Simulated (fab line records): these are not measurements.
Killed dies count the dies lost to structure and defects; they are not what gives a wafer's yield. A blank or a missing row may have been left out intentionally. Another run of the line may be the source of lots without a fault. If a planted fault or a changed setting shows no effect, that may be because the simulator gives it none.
Chamber matching | flow n5Finfet | N5_GATE_CUT_STRIP_41 on rieDiel-05 has 4 sister chambers
The step strips in CF4. 24 wafers are shown with their chamber, then 12 later ones without.

WAFERS PAIRED WITH THEIR CHAMBERS
wafer  | chamber | drypumpMotorCurrentA (A) | showerheadPlenumPTorr (Torr) | throttleValvePct (%)
L076.2 | 1       | 6.0                      | 1.81                         | 13.60
L076.3 | 2       | 5.0                      | 1.72                         | 13.46
L076.6 | 2       | 5.0                      | 1.73                         | 13.46
L077.2 | 1       | 6.0                      | 1.81                         | 13.60
L077.3 | 2       | 5.0                      | 1.72                         | 13.46
L077.4 | 1       | 6.0                      | 1.81                         | 13.61
L078.1 | 3       | 5.7                      | 1.85                         | 13.87
L078.3 | 0       | 6.1                      | 1.87                         | 13.84
L078.6 | 0       | 6.1                      | 1.87                         | 13.82
L079.2 | 3       | 5.8                      | 1.85                         | 13.88
L079.3 | 2       | 5.1                      | 1.72                         | 13.45
L079.5 | 0       | 6.1                      | 1.87                         | 13.83
L081.1 | 1       | 6.0                      | 1.81                         | 13.60
L081.4 | 3       | 5.8                      | 1.85                         | 13.89
L081.6 | 3       | 5.8                      | 1.85                         | 13.87
L082.1 | 2       | 5.0                      | 1.72                         | 13.50
L082.3 | 1       | 6.0                      | 1.81                         | 13.61
L082.6 | 0       | 6.1                      | 1.87                         | 13.85
L087.1 | 3       | 5.7                      | 1.84                         | 13.92
L087.4 | 0       | 6.1                      | 1.87                         | 13.86
L087.5 | 2       | 5.0                      | 1.72                         | 13.48
L088.3 | 3       | 5.8                      | 1.84                         | 13.91
L088.5 | 0       | 6.1                      | 1.87                         | 13.86
L088.6 | 1       | 6.0                      | 1.80                         | 13.64

SIGNATURES (means of the wafers above)
reading               | chamber 0 | chamber 1 | chamber 2 | chamber 3 | scatter within a chamber
drypumpMotorCurrentA  | 6.100     | 6.000     | 5.017     | 5.767     | 0.0329
showerheadPlenumPTorr | 1.8700    | 1.8083    | 1.7217    | 1.8467    | 0.00387
throttleValvePct      | 13.8433   | 13.6100   | 13.4683   | 13.8900   | 0.0179
Rule: a wafer's distance from a chamber is the root of the sum, over the readings, of the square of ((its reading less the chamber's mean) divided by the reading's scatter). The wafer belongs to the nearest chamber; if the next one is less than 2 further off, it can't be placed. The scatter is the square root of a quotient: the sum, over the shown wafers, of each reading's squared deviation from its chamber's mean, divided by wafers minus chambers.

WAFERS WITHOUT THEIR CHAMBER
wafer  | drypumpMotorCurrentA (A) | showerheadPlenumPTorr (Torr) | throttleValvePct (%)
L090.1 | 5.8                      | 1.84                         | 13.92
L090.3 | 6.0                      | 1.80                         | 13.64
L090.6 | 5.7                      | 1.84                         | 13.94
L095.2 | 5.7                      | 1.84                         | 13.96
L095.4 | 5.0                      | 1.72                         | 13.53
L095.5 | 6.0                      | 1.80                         | 13.66
L096.3 | 5.7                      | 1.84                         | 13.96
L096.4 | 6.1                      | 1.86                         | 13.89
L096.5 | 6.0                      | 1.80                         | 13.67
L097.1 | 6.0                      | 1.80                         | 13.67
L097.3 | 6.1                      | 1.86                         | 13.90
L097.4 | 5.8                      | 1.84                         | 13.95

CHAMBER TAKEN BY EACH
wafer  | from the rows above | in truth
L090.1 | 3                   | 3
L090.3 | 1                   | 1
L090.6 | 3                   | 3
L095.2 | 3                   | 3
L095.4 | 2                   | 2
L095.5 | 1                   | 1
L096.3 | 3                   | 3
L096.4 | 0                   | 0
L096.5 | 1                   | 1
L097.1 | 1                   | 1
L097.3 | 0                   | 0
L097.4 | 3                   | 3
12 of 12 placed correctly. Can't be placed from these rows: 0. 0 placed wrongly.
